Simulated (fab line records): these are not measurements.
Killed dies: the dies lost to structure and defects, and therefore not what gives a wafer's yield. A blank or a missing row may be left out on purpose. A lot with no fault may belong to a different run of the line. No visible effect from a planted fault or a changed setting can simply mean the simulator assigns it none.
fab line records	flow nand-harc
record lots=24	wafers=72	last-day=34
route steps=1302 shown A_M0@1147 A_M1@1186 THIN_TSV@1261
lots that met no fault: taken from a fault-free run of the same line
start-h: hours from the record's first day to the start of the lot's first wafer shown	wait-h: how many hours have passed since the lot's step before this one	" repeats the value in the row above	L1.1+2: a row that stands for several wafers	- no value, or no start was given	* or withheld: withheld	< > ~ a bound
route shown NAME@n: a module of which the file shows steps, and the number in the route of the first	usual: mean/standard deviation of fault-free wafers	same: alike in all rows	chamber/n: place in a boat	sites: readings site by site	_std_site: standard deviation across them	_edge_site: inner sites' mean taken away from outer sites' mean	radius-mm: for every site, how far away it sits from the centre of the wafer	mask NAME#n: copy n	behind: the last tool/chamber to shape the wafer	hold: the reason the lot was held/the length of the hold in hours/how it ended	device: transistor that didn't switch, given as n, p or np	end of line: tests run on the same wafers once the route is complete	for a step that has no rows: nothing shown but its recipe	killed: count of dies lost to structure and defects at first sort (not the wafer's yield)	map: a wafer's dies, marking killed ones x, the rest . and places with no die _
set.NAME: the setting that was run; set.NAME@STEP: the one run at that earlier step	model.NAME: the simulator's own value behind a step, which no gauge read
one table for each step of the route and one row for each wafer, over a sample of lots
services: from which hour (start-h, from the record's first day; less than 0 if before it) a tool's chamber was out of use, for how many hours, and why
## steps
# step NHARC_A_M0_CD_MEAS_09
# recipe target-cd-nm=80	landing-energy-ev=500
# usual cd-nm=80.2/0.6
lot.wafer	tool	chamber	start-h	wait-h	cd-nm
L074.2	cd-sem-03	0	531.78	-	79.8
L074.5	"	0	"	"	80.2
L074.6	"	0	"	"	80.2
L077.1	cd-sem-03	0	539.50	-	80.9
L077.4	"	0	"	"	80.4
L077.5	"	0	"	"	80.3
L075.1	cd-sem-01	0	541.05	-	81.4
L075.2	"	0	"	"	80.7
L075.5	"	0	"	"	80.2
L076.1	cd-sem-01	0	543.69	-	78.9
L076.3	"	0	"	"	80.1
L076.4	"	0	"	"	79.9
L078.1	cd-sem-02	0	562.09	-	79.2
L078.2	"	0	"	"	79.8
L078.5	"	0	"	"	79.9
L079.2	cd-sem-01	0	576.78	-	81.4
L079.5	"	0	"	"	80.9
L079.6	"	0	"	"	81.1
L080.1	cd-sem-02	0	589.12	-	79.3
L080.2	"	0	"	"	79.1
L080.5	"	0	"	"	80.3
L081.1	cd-sem-01	0	612.64	-	80.8
L081.2	"	0	"	"	80.2
L081.4	"	0	"	"	81.2
L082.2	cd-sem-03	0	618.41	-	80.5
L082.3	"	0	"	"	80.5
L082.5	"	0	"	"	80.0
L083.2	cd-sem-02	0	621.12	-	79.6
L083.5	"	0	"	"	79.7
L083.6	"	0	"	"	79.9
L084.1	cd-sem-02	0	627.48	-	79.4
L084.3	"	0	"	"	80.2
L084.5	"	0	"	"	79.7
L086.4	cd-sem-01	0	630.18	-	80.7
L086.5	"	0	"	"	78.9
L086.6	"	0	"	"	80.8
L085.1	cd-sem-03	0	638.86	-	79.8
L085.2	"	0	"	"	80.9
L085.6	"	0	"	"	80.3
L088.1	cd-sem-01	0	657.94	-	80.3
L088.3	"	0	"	"	81.1
L088.6	"	0	"	"	79.5
L089.3	cd-sem-03	0	662.04	-	81.0
L089.5	"	0	"	"	79.6
L089.6	"	0	"	"	79.9
L087.1	cd-sem-02	0	665.05	-	80.0
L087.3	"	0	"	"	80.5
L087.5	"	0	"	"	80.5
L091.1	cd-sem-01	0	693.20	-	81.1
L091.3	"	0	"	"	81.0
L091.6	"	0	"	"	80.1
L090.1	cd-sem-03	0	694.66	-	79.7
L090.3	"	0	"	"	80.2
L090.5	"	0	"	"	80.1
L092.3	cd-sem-02	0	712.23	-	81.3
L092.4	"	0	"	"	81.0
L092.6	"	0	"	"	80.2
L093.1	cd-sem-03	0	712.76	-	80.2
L093.4	"	0	"	"	80.5
L093.6	"	0	"	"	79.8
L095.1	cd-sem-02	0	727.04	-	80.3
L095.4	"	0	"	"	80.7
L095.5	"	0	"	"	80.4
L094.1	cd-sem-01	0	728.03	-	80.2
L094.3	"	0	"	"	79.9
L094.4	"	0	"	"	79.6
L097.2	cd-sem-02	0	761.87	-	81.2
L097.4	"	0	"	"	80.4
L097.5	"	0	"	"	80.6
L096.2	cd-sem-02	0	764.89	-	80.3
L096.3	"	0	"	"	80.5
L096.5	"	0	"	"	80.9
# step NHARC_A_M0_ETCH_15
# recipe target-depth-a=1500	overetch-a=150	time-s=82.5	c4f8-flow-sccm=withheld	ar-flow-sccm=400	rf-w=600	bias-w=300	chemistry=C4F8/Ar
# usual oes-product-au=0.948/0.024	rf-vpp-V=439.7/2.6
lot.wafer	tool	chamber	start-h	wait-h	oes-product-au	rf-hours-counter-h	rf-vpp-V
L074.2	rie-diel-01	0	-	-	0.917	7.1	439.6
L074.6	"	3	"	"	0.922	-	445.4
L074.5	"	0	"	"	0.910	-	438.2
L077.4	rie-diel-01	1	-	-	0.915	9.0	442.4
L077.1	"	2	"	"	0.918	8.4	438.1
L077.5	"	1	"	"	0.923	-	442.0
L075.1	rie-diel-09	2	-	-	0.974	1.8	437.5
L075.2	"	3	"	"	0.986	2.3	439.1
L075.5	"	1	"	"	0.956	-	436.8
L076.3	rie-diel-09	3	-	-	0.985	2.4	440.0
L076.1	"	0	"	"	0.972	2.1	442.0
L076.4	"	1	"	"	0.953	1.6	437.1
L078.2	rie-diel-04	2	-	-	0.979	1.9	438.6
L078.1	"	1	"	"	0.975	1.9	437.3
L078.5	"	3	"	"	0.958	-	438.2
L079.2	rie-diel-04	3	-	-	0.967	3.0	437.0
L079.5	"	3	"	"	0.969	-	438.8
L079.6	"	0	"	"	0.996	-	443.7
L080.2	rie-diel-01	1	-	-	0.962	1.8	441.4
L080.1	"	2	"	"	0.940	1.9	440.0
L080.5	"	2	"	"	0.933	-	437.8
L081.1	rie-diel-04	0	-	-	0.979	4.3	445.1
L081.4	"	1	"	"	0.949	4.1	438.8
L081.2	"	2	"	"	0.973	5.1	439.0
L082.3	rie-diel-04	3	-	-	0.916	5.4	438.9
L082.2	"	1	"	"	0.922	4.2	438.4
L082.5	"	2	"	"	0.942	-	439.0
L083.2	rie-diel-09	0	-	-	0.934	5.2	443.1
L083.5	"	2	"	"	0.938	-	437.8
L083.6	"	3	"	"	0.945	-	439.5
L084.1	rie-diel-04	2	-	-	0.933	5.4	437.6
L084.3	"	0	"	"	0.936	4.6	443.2
L084.5	"	3	"	"	0.928	-	437.3
L086.4	rie-diel-04	1	-	-	0.911	4.4	435.8
L086.5	"	1	"	"	0.908	-	438.3
L086.6	"	2	"	"	0.931	-	436.6
L085.2	rie-diel-09	3	-	-	0.931	8.2	439.4
L085.1	"	2	"	"	0.937	6.8	438.0
L085.6	"	3	"	"	0.932	-	439.1
L088.3	rie-diel-01	3	-	-	0.976	3.8	442.4
L088.1	"	0	"	"	0.987	6.1	438.3
L088.6	"	2	"	"	0.939	-	439.8
L089.3	rie-diel-01	0	-	-	0.931	6.2	437.3
L089.6	"	1	"	"	0.987	-	440.4
L089.5	"	2	"	"	0.911	-	440.8
L087.3	rie-diel-09	3	-	-	0.988	10.3	441.0
L087.1	"	1	"	"	0.959	8.1	437.5
L087.5	"	2	"	"	0.975	-	438.2
L091.1	rie-diel-09	2	-	-	0.980	1.7	437.8
L091.3	"	0	"	"	0.946	0.9	442.5
L091.6	"	2	"	"	0.982	-	438.3
L090.1	rie-diel-04	2	-	-	0.926	9.2	438.2
L090.3	"	0	"	"	0.946	8.2	446.4
L090.5	"	2	"	"	0.927	-	439.1
L092.4	rie-diel-09	0	-	-	0.965	2.1	443.8
L092.3	"	1	"	"	0.934	1.9	437.7
L092.6	"	0	"	"	0.972	-	442.0
L093.1	rie-diel-09	0	-	-	0.946	2.1	442.8
L093.4	"	2	"	"	0.980	2.5	435.3
L093.6	"	0	"	"	0.958	-	442.5
L095.1	rie-diel-01	0	-	-	0.926	8.9	438.0
L095.5	"	0	"	"	0.935	-	437.2
L095.4	"	3	"	"	0.908	-	443.4
L094.3	rie-diel-09	2	-	-	0.971	3.0	438.4
L094.1	"	0	"	"	0.961	2.5	442.5
L094.4	"	1	"	"	0.961	2.4	437.7
L097.4	rie-diel-09	1	-	-	0.922	5.5	438.0
L097.2	"	2	"	"	0.929	5.6	438.3
L097.5	"	0	"	"	0.922	-	443.0
L096.3	rie-diel-01	2	-	-	0.957	1.8	439.1
L096.2	"	3	"	"	0.980	1.3	446.3
L096.5	"	0	"	"	0.961	-	435.7
# step NHARC_A_M1_STRIP_18
# recipe power-w=1000	n2-flow-sccm=150	h2-flow-sccm=150	ar-flow-sccm=0	bias-w=0	chemistry=N2/H2
# usual drypump-motor-current-A=5.7/0.56	oes-product-au=0.996/0.01	rf-vpp-V=90.8/0.83	showerhead-plenum-p-Torr=2.04/0.079	throttle-valve-pct=14.171/0.0087
lot.wafer	tool	chamber	start-h	wait-h	drypump-motor-current-A	oes-product-au	rf-hours-counter-h	rf-vpp-V	showerhead-plenum-p-Torr	throttle-valve-pct
L074.2	rie-diel-02	2	536.51	0.1	4.9	0.997	8	91.8	2.02	14.178
L074.6	"	3	"	"	6.5	1.007	-	90.8	2.12	14.179
L074.5	"	0	"	"	5.1	0.979	-	90.3	1.93	14.178
L077.4	rie-diel-03	3	544.19	0.1	6.1	0.983	5	90.2	1.93	14.182
L077.1	"	1	"	"	6.1	0.978	5	90.4	2.04	14.160
L077.5	"	0	"	"	5.5	1.006	-	91.9	2.07	14.186
L075.2	rie-diel-03	3	545.72	0.1	6.1	0.993	5	89.5	1.93	14.157
L075.1	"	0	"	"	5.4	1.015	6	89.4	2.07	14.172
L075.5	"	2	"	"	6.0	1.003	-	90.7	2.06	14.178
L076.4	rie-diel-02	3	548.19	0.1	6.5	1.014	8	90.4	2.12	14.163
L076.1	"	0	"	"	5.1	0.988	9	90.4	1.93	14.166
L076.3	"	1	"	"	6.1	0.998	10	91.0	2.13	14.166
L078.1	rie-diel-05	3	566.58	0.1	5.6	1.006	3	91.0	1.94	14.173
L078.2	"	0	"	"	6.3	0.989	3	90.3	2.00	14.170
L078.5	"	3	"	"	5.6	1.003	-	90.3	1.94	14.162
L079.2	rie-diel-05	3	581.53	0.1	5.6	1.009	4	90.3	1.94	14.174
L079.6	"	0	"	"	6.3	0.997	-	91.1	2.00	14.180
L079.5	"	1	"	"	4.9	1.000	-	92.1	2.06	14.170
L080.1	rie-diel-02	3	594.17	0.1	6.4	1.007	1	93.3	2.12	14.174
L080.2	"	1	"	"	6.1	1.009	1	90.8	2.13	14.177
L080.5	"	3	"	"	6.4	1.003	-	90.1	2.12	14.174
L081.1	rie-diel-05	1	617.26	0.1	4.9	0.976	1	89.3	2.06	14.157
L081.2	"	3	"	"	5.6	1.002	1	90.2	1.94	14.170
L081.4	"	0	"	"	6.3	0.990	1	90.8	2.00	14.165
L082.2	rie-diel-05	1	622.94	0.1	4.9	0.991	1	91.2	2.06	14.166
L082.3	"	3	"	"	5.6	0.991	1	89.5	1.94	14.183
L082.5	"	0	"	"	6.3	0.981	-	89.3	2.00	14.153
L083.2	rie-diel-05	0	625.66	0.1	6.3	0.992	1	91.3	2.00	14.169
L083.5	"	3	"	"	5.6	0.990	-	89.6	1.94	14.180
L083.6	"	0	"	"	6.3	0.992	-	91.3	2.00	14.168
L084.3	rie-diel-03	3	632.09	0.1	6.1	0.999	10	89.7	1.92	14.167
L084.1	"	0	"	"	5.5	0.997	10	90.9	2.07	14.185
L084.5	"	2	"	"	6.0	0.996	-	89.7	2.06	14.167
L086.4	rie-diel-02	0	634.87	0.1	5.1	0.990	4	90.5	1.93	14.176
L086.5	"	3	"	"	6.5	1.013	-	92.4	2.12	14.169
L086.6	"	0	"	"	5.1	0.996	-	91.6	1.93	14.180
L085.2	rie-diel-05	1	643.49	0.1	4.9	0.981	2	91.3	2.06	14.169
L085.1	"	0	"	"	6.3	0.986	2	90.7	2.00	14.165
L085.6	"	2	"	"	5.5	1.013	-	91.3	2.17	14.181
L088.1	rie-diel-02	1	662.44	0.1	6.1	1.001	5	91.5	2.13	14.176
L088.3	"	0	"	"	5.1	0.989	5	89.9	1.93	14.176
L088.6	"	1	"	"	6.1	0.996	-	92.3	2.13	14.177
L089.3	rie-diel-03	3	666.90	0.1	6.1	0.994	1	91.0	1.92	14.154
L089.6	"	3	"	"	6.1	0.991	-	90.5	1.92	14.172
L089.5	"	0	"	"	5.5	1.003	-	89.8	2.07	14.186
L087.3	rie-diel-05	2	669.84	0.1	5.5	1.001	3	90.5	2.17	14.176
L087.1	"	0	"	"	6.3	0.992	2	91.4	2.00	14.181
L087.5	"	3	"	"	5.6	1.006	-	91.4	1.94	14.167
L091.3	rie-diel-02	1	697.93	0.1	6.1	1.004	6	91.1	2.13	14.169
L091.1	"	3	"	"	6.4	1.019	7	91.2	2.12	14.163
L091.6	"	1	"	"	6.1	1.017	-	92.1	2.13	14.172
L090.1	rie-diel-02	0	699.43	0.1	5.1	1.009	7	90.7	1.93	14.161
L090.3	"	2	"	"	4.9	0.992	7	89.7	2.02	14.168
L090.5	"	0	"	"	5.1	0.990	-	90.9	1.93	14.173
L092.3	rie-diel-05	0	717.18	0.1	6.3	0.993	3	90.4	2.00	14.167
L092.4	"	2	"	"	5.5	1.005	3	91.4	2.17	14.168
L092.6	"	0	"	"	6.3	0.985	-	90.1	2.00	14.172
L093.4	rie-diel-02	1	717.43	0.1	6.1	0.998	8	91.7	2.13	14.175
L093.1	"	3	"	"	6.5	1.009	8	92.1	2.12	14.181
L093.6	"	1	"	"	6.1	1.002	-	91.1	2.12	14.179
L095.4	rie-diel-02	2	731.64	0.1	4.9	0.978	9	91.1	2.02	14.178
L095.1	"	0	"	"	5.1	0.985	9	89.3	1.93	14.157
L095.5	"	1	"	"	6.1	0.998	-	92.0	2.12	14.154
L094.4	rie-diel-02	1	732.78	0.1	6.1	0.993	9	91.6	2.12	14.172
L094.1	"	3	"	"	6.4	1.014	9	92.0	2.12	14.176
L094.3	"	0	"	"	5.1	0.987	9	90.3	1.93	14.182
L097.2	rie-diel-02	3	766.55	0.1	6.4	1.009	0	91.5	2.12	14.161
L097.4	"	3	"	"	6.5	1.014	-	90.9	2.12	14.163
L097.5	"	0	"	"	5.1	1.004	-	90.6	1.93	14.167
L096.2	rie-diel-02	0	769.59	0.1	5.1	0.997	1	90.3	1.93	14.175
L096.3	"	1	"	"	6.1	1.004	1	90.0	2.12	14.176
L096.5	"	0	"	"	5.1	1.003	-	91.4	1.93	14.174
# step NHARC_A_M1_PRE_CLEAN_30
# recipe time-s=30	temp-c=280	gas=H2/He
# usual heater-power-w=431/59
lot.wafer	tool	chamber	start-h	wait-h	heater-power-w
L074.2	pvd-sputter-03	-	-	-	452
L074.5	"	-	"	"	455
L074.6	"	-	"	"	450
L077.1	pvd-sputter-03	-	-	-	366
L077.4	"	-	"	"	466
L077.5	"	-	"	"	359
L075.1	pvd-sputter-02	-	-	-	525
L075.2	"	-	"	"	391
L075.5	"	-	"	"	541
L076.3	pvd-sputter-02	-	-	-	428
L076.1	"	-	"	"	419
L076.4	"	-	"	"	544
L078.2	pvd-sputter-02	-	-	-	549
L078.1	"	-	"	"	427
L078.5	"	-	"	"	390
L079.2	pvd-sputter-02	-	-	-	544
L079.6	"	-	"	"	423
L079.5	"	-	"	"	553
L080.2	pvd-sputter-03	-	-	-	450
L080.1	"	-	"	"	516
L080.5	"	-	"	"	458
L081.2	pvd-sputter-02	-	-	-	384
L081.1	"	-	"	"	412
L081.4	"	-	"	"	542
L082.2	pvd-sputter-03	-	-	-	372
L082.3	"	-	"	"	432
L082.5	"	-	"	"	363
L083.2	pvd-sputter-02	-	-	-	421
L083.5	"	-	"	"	418
L083.6	"	-	"	"	422
L084.3	pvd-sputter-01	-	-	-	290
L084.1	"	-	"	"	375
L084.5	"	-	"	"	299
L086.4	pvd-sputter-02	-	-	-	387
L086.5	"	-	"	"	434
L086.6	"	-	"	"	422
L085.1	pvd-sputter-03	-	-	-	502
L085.2	"	-	"	"	464
L085.6	"	-	"	"	520
L088.1	pvd-sputter-02	-	-	-	415
L088.3	"	-	"	"	406
L088.6	"	-	"	"	418
L089.3	pvd-sputter-03	-	-	-	451
L089.6	"	-	"	"	516
L089.5	"	-	"	"	363
L087.3	pvd-sputter-01	-	-	-	370
L087.1	"	-	"	"	297
L087.5	"	-	"	"	378
L091.1	pvd-sputter-03	-	-	-	503
L091.3	"	-	"	"	358
L091.6	"	-	"	"	457
L090.1	pvd-sputter-02	-	-	-	415
L090.3	"	-	"	"	401
L090.5	"	-	"	"	420
L092.3	pvd-sputter-03	-	-	-	436
L092.4	"	-	"	"	437
L092.6	"	-	"	"	439
L093.1	pvd-sputter-01	-	-	-	374
L093.4	"	-	"	"	378
L093.6	"	-	"	"	358
L095.4	pvd-sputter-03	-	-	-	504
L095.1	"	-	"	"	358
L095.5	"	-	"	"	489
L094.4	pvd-sputter-02	-	-	-	425
L094.1	"	-	"	"	534
L094.3	"	-	"	"	403
L097.2	pvd-sputter-02	-	-	-	516
L097.4	"	-	"	"	411
L097.5	"	-	"	"	421
L096.2	pvd-sputter-03	-	-	-	483
L096.3	"	-	"	"	429
L096.5	"	-	"	"	503
# step NHARC_THIN_TSV_DESCUM_14
# recipe time-s=3	o2-flow-sccm=200	ar-flow-sccm=0	bias-power-w=0	chemistry=O2
# usual drypump-motor-current-A=5.8/0.44	oes-product-au=0.995/0.011	rf-vpp-V=57.7/0.86	showerhead-plenum-p-Torr=1.89/0.092	throttle-valve-pct=11.311/0.009
lot.wafer	tool	chamber	start-h	wait-h	drypump-motor-current-A	oes-product-au	rf-hours-counter-h	rf-vpp-V	showerhead-plenum-p-Torr	throttle-valve-pct
L074.2	rie-diel-01	0	556.82	-	5.8	0.985	8.4	57.2	1.82	11.305
L074.5	"	1	"	"	5.9	0.987	-	59.0	1.96	11.317
L074.6	"	2	"	"	5.3	0.980	-	57.6	1.86	11.300
L075.1	rie-diel-07	2	585.08	-	5.6	1.000	4.4	57.8	1.91	11.331
L075.2	"	0	"	"	5.4	0.986	5.3	57.0	1.81	11.321
L075.5	"	2	"	"	5.6	1.001	-	58.4	1.91	11.313
L077.1	rie-diel-01	2	586.31	-	5.3	0.978	0.4	57.7	1.86	11.307
L077.5	"	0	"	"	5.8	0.993	-	58.6	1.82	11.293
L077.4	"	1	"	"	5.9	0.982	-	58.1	1.96	11.311
L076.3	rie-diel-01	1	587.45	-	5.9	1.005	0.8	58.0	1.96	11.309
L076.1	"	0	"	"	5.8	0.997	0.8	57.2	1.82	11.318
L076.4	"	2	"	"	5.3	0.977	-	57.6	1.86	11.319
L078.2	rie-diel-01	1	588.72	-	5.9	1.002	1.3	57.5	1.96	11.304
L078.1	"	0	"	"	5.8	1.006	1.3	58.3	1.82	11.310
L078.5	"	2	"	"	5.3	0.980	-	58.3	1.86	11.313
L079.2	rie-diel-01	1	600.91	-	5.9	1.012	2.2	57.4	1.96	11.309
L079.6	"	1	"	"	5.9	1.010	-	57.9	1.96	11.323
L079.5	"	2	"	"	5.3	0.979	-	57.6	1.86	11.309
L080.2	rie-diel-07	1	613.92	-	6.4	1.015	7.0	59.0	2.06	11.314
L080.1	"	3	"	"	5.3	0.989	7.1	56.8	1.78	11.311
L080.5	"	1	"	"	6.4	1.007	-	58.6	2.06	11.298
L081.1	rie-diel-04	1	636.45	-	5.6	0.979	4.5	57.2	1.81	11.316
L081.4	"	2	"	"	5.3	1.010	5.7	58.8	1.82	11.310
L081.2	"	0	"	"	5.8	1.007	4.8	57.2	2.01	11.322
L082.3	rie-diel-01	0	642.27	-	5.8	1.009	3.9	57.9	1.82	11.320
L082.2	"	3	"	"	6.7	1.000	2.0	59.3	2.02	11.320
L082.5	"	0	"	"	5.8	1.005	-	56.9	1.82	11.310
L083.2	rie-diel-07	2	643.50	-	5.6	0.983	8.0	58.4	1.91	11.314
L083.5	"	0	"	"	5.5	0.989	-	59.8	1.81	11.310
L083.6	"	1	"	"	6.4	0.998	-	59.2	2.06	11.314
L084.3	rie-diel-01	1	652.67	-	5.9	1.015	4.8	57.9	1.95	11.291
L084.1	"	3	"	"	6.7	1.004	3.0	58.5	2.02	11.314
L084.5	"	2	"	"	5.3	0.974	-	58.0	1.86	11.315
L086.4	rie-diel-01	1	653.90	-	5.9	1.016	5.2	57.3	1.95	11.318
L086.5	"	2	"	"	5.3	0.988	-	55.7	1.86	11.318
L086.6	"	3	"	"	6.7	1.027	-	59.5	2.02	11.305
L085.2	rie-diel-01	3	663.01	-	6.6	0.999	3.9	57.7	2.02	11.309
L085.1	"	1	"	"	5.9	1.000	6.1	58.0	1.95	11.302
L085.6	"	3	"	"	6.7	0.999	-	58.0	2.02	11.304
L088.3	rie-diel-07	2	683.02	-	5.7	0.999	1.2	57.7	1.91	11.318
L088.1	"	1	"	"	6.4	0.991	1.4	58.9	2.06	11.321
L088.6	"	3	"	"	5.3	0.996	-	58.3	1.78	11.320
L089.3	rie-diel-07	1	684.30	-	6.4	0.999	1.6	57.0	2.06	11.309
L089.5	"	1	"	"	6.4	0.990	-	58.9	2.06	11.326
L089.6	"	2	"	"	5.6	0.998	-	58.1	1.91	11.310
L087.1	rie-diel-07	3	689.33	-	5.3	0.986	2.0	56.3	1.78	11.318
L087.3	"	1	"	"	6.4	0.985	2.3	58.2	2.06	11.310
L087.5	"	0	"	"	5.4	0.977	-	57.0	1.81	11.326
L091.3	rie-diel-04	3	718.19	-	5.4	1.009	0	57.3	1.83	11.293
L091.1	"	2	"	"	5.3	0.996	0	56.3	1.82	11.324
L091.6	"	2	"	"	5.3	0.996	-	57.7	1.82	11.316
L090.1	rie-diel-01	0	719.25	-	5.8	0.999	8.2	56.1	1.82	11.308
L090.3	"	1	"	"	5.9	0.995	8.4	60.0	1.95	11.307
L090.5	"	3	"	"	6.7	0.995	-	57.9	2.02	11.330
L093.1	rie-diel-07	2	738.12	-	5.6	1.003	4.8	58.9	1.91	11.320
L093.4	"	1	"	"	6.4	0.990	5.4	58.0	2.05	11.314
L093.6	"	2	"	"	5.7	1.000	-	56.8	1.91	11.311
L092.4	rie-diel-07	0	747.34	-	5.4	1.002	5.6	57.1	1.81	11.322
L092.3	"	3	"	"	5.3	1.001	5.3	57.2	1.78	11.313
L092.6	"	0	"	"	5.4	0.995	-	59.0	1.80	11.326
L095.1	rie-diel-01	3	755.84	-	6.7	0.987	0.6	58.0	2.02	11.321
L095.4	"	0	"	"	5.8	1.004	0.4	57.7	1.82	11.315
L095.5	"	1	"	"	5.9	0.999	-	59.7	1.95	11.321
L094.3	rie-diel-07	2	757.16	-	5.7	1.004	6.0	57.4	1.91	11.323
L094.1	"	3	"	"	5.3	0.995	5.9	57.6	1.78	11.308
L094.4	"	1	"	"	6.4	0.992	-	58.7	2.05	11.307
L097.2	rie-diel-04	1	785.79	-	5.6	0.998	2.6	56.7	1.81	11.310
L097.5	"	0	"	"	5.8	1.001	-	57.4	2.00	11.303
L097.4	"	1	"	"	5.6	1.002	-	55.3	1.81	11.317
L096.2	rie-diel-01	3	789.87	-	6.7	1.003	2.1	59.4	2.02	11.313
L096.3	"	1	"	"	5.9	0.997	2.8	57.7	1.95	11.320
L096.5	"	0	"	"	5.7	0.986	-	57.6	1.81	11.308
# step NHARC_THIN_TSV_STRIP_62
# recipe power-w=1500	temp-c=250	time-s=20	chemistry=N2/H2
# usual drypump-motor-current-A=5.77/0.15	heater-power-w=320/18
lot.wafer	tool	chamber	start-h	wait-h	drypump-motor-current-A	heater-power-w	rf-hours-counter-h
L074.2	plasma-asher-02	1	559.26	-	5.98	334	27
L074.6	"	0	"	"	5.67	294	-
L074.5	"	1	"	"	5.99	331	-
L075.1	plasma-asher-02	0	587.58	-	5.67	289	31
L075.2	"	1	"	"	5.95	338	31
L075.5	"	1	"	"	5.92	335	-
L077.1	plasma-asher-02	1	588.91	-	5.96	336	31
L077.4	"	0	"	"	5.66	290	-
L077.5	"	0	"	"	5.67	297	-
L076.1	plasma-asher-02	0	590.09	-	5.67	289	32
L076.4	"	0	"	"	5.67	294	-
L076.3	"	1	"	"	5.97	330	-
L078.2	plasma-asher-01	0	591.51	-	5.85	330	13
L078.1	"	1	"	"	5.57	326	13
L078.5	"	1	"	"	5.56	318	-
L079.2	plasma-asher-01	1	603.39	-	5.56	312	16
L079.5	"	1	"	"	5.50	321	-
L079.6	"	0	"	"	5.86	330	-
L080.1	plasma-asher-02	0	616.39	-	5.67	299	1
L080.2	"	1	"	"	5.98	331	1
L080.5	"	1	"	"	5.98	327	-
L081.1	plasma-asher-01	0	639.08	-	5.81	330	24
L081.2	"	1	"	"	5.56	312	24
L081.4	"	1	"	"	5.59	318	-
L082.2	plasma-asher-02	0	644.85	-	5.66	295	6
L082.3	"	1	"	"	5.96	332	-
L082.5	"	0	"	"	5.69	298	-
L083.2	plasma-asher-01	1	645.94	-	5.58	318	26
L083.6	"	1	"	"	5.61	325	-
L083.5	"	0	"	"	5.84	334	-
L084.1	plasma-asher-02	1	655.12	-	5.94	334	9
L084.3	"	0	"	"	5.67	300	-
L084.5	"	0	"	"	5.68	301	-
L086.4	plasma-asher-02	1	656.37	-	5.97	337	-
L086.6	"	1	"	"	5.96	331	-
L086.5	"	0	"	"	5.66	291	-
L085.2	plasma-asher-01	0	665.50	-	5.85	336	31
L085.1	"	1	"	"	5.57	312	31
L085.6	"	0	"	"	5.84	335	-
L088.1	plasma-asher-02	1	685.46	-	5.98	335	15
L088.3	"	1	"	"	6.00	330	-
L088.6	"	0	"	"	5.67	292	-
L089.3	plasma-asher-02	1	686.77	-	5.99	337	-
L089.5	"	1	"	"	5.94	333	-
L089.6	"	0	"	"	5.69	291	-
L087.1	plasma-asher-02	0	691.98	-	5.68	296	17
L087.3	"	0	"	"	5.67	295	-
L087.5	"	0	"	"	5.69	295	-
L091.1	plasma-asher-02	0	720.96	-	5.67	290	24
L091.3	"	0	"	"	5.68	296	-
L091.6	"	1	"	"	5.96	327	-
L090.1	plasma-asher-01	0	721.66	-	5.83	332	3
L090.3	"	0	"	"	5.82	327	-
L090.5	"	1	"	"	5.54	353	-
L093.1	plasma-asher-01	0	740.57	-	5.83	318	6
L093.4	"	1	"	"	5.57	346	-
L093.6	"	0	"	"	5.82	320	-
L092.4	plasma-asher-01	1	749.84	-	5.58	344	-
L092.3	"	0	"	"	5.84	326	-
L092.6	"	1	"	"	5.58	329	-
L095.1	plasma-asher-01	0	758.44	-	5.84	324	9
L095.4	"	1	"	"	5.56	332	-
L095.5	"	1	"	"	5.58	341	-
L094.1	plasma-asher-02	0	759.74	-	5.68	298	31
L094.3	"	1	"	"	5.98	327	-
L094.4	"	0	"	"	5.67	307	-
L097.2	plasma-asher-01	0	788.46	-	5.81	321	16
L097.4	"	1	"	"	5.57	347	-
L097.5	"	0	"	"	5.82	331	-
L096.2	plasma-asher-02	1	792.33	-	5.92	328	0
L096.3	"	0	"	"	5.68	305	-
L096.5	"	0	"	"	5.67	299	-
## services
tool	chamber	start-h	hours	kind
plasma-asher-01	-	519.00	9.0	pm
pvd-sputter-03	-	526.24	10.0	pm
rie-diel-04	-	531.92	9.0	pm
rie-diel-01	-	557.84	9.0	pm
plasma-asher-02	-	561.47	2.1	repair
pvd-sputter-03	-	565.98	6.6	repair
rie-diel-02	-	570.70	9.0	pm
rie-diel-01	1	579.10	5.0	repair
rie-diel-01	3	582.47	11.8	repair
plasma-asher-02	-	603.29	9.0	pm
pvd-sputter-03	-	613.73	5.3	repair
pvd-sputter-02	-	638.01	10.0	pm
rie-diel-02	1	653.34	3.3	repair
pvd-sputter-02	-	673.42	1.4	repair
rie-diel-09	-	674.10	9.0	pm
rie-diel-02	-	674.36	0.1	repair
plasma-asher-01	-	680.45	0.8	repair
plasma-asher-01	-	696.12	9.0	pm
pvd-sputter-03	-	704.33	10.0	pm
rie-diel-01	2	725.14	6.1	repair
rie-diel-01	-	734.84	9.0	pm
rie-diel-02	-	747.77	9.0	pm
rie-diel-02	2	764.96	10.5	repair
plasma-asher-02	-	780.29	9.0	pm
## key
fault none
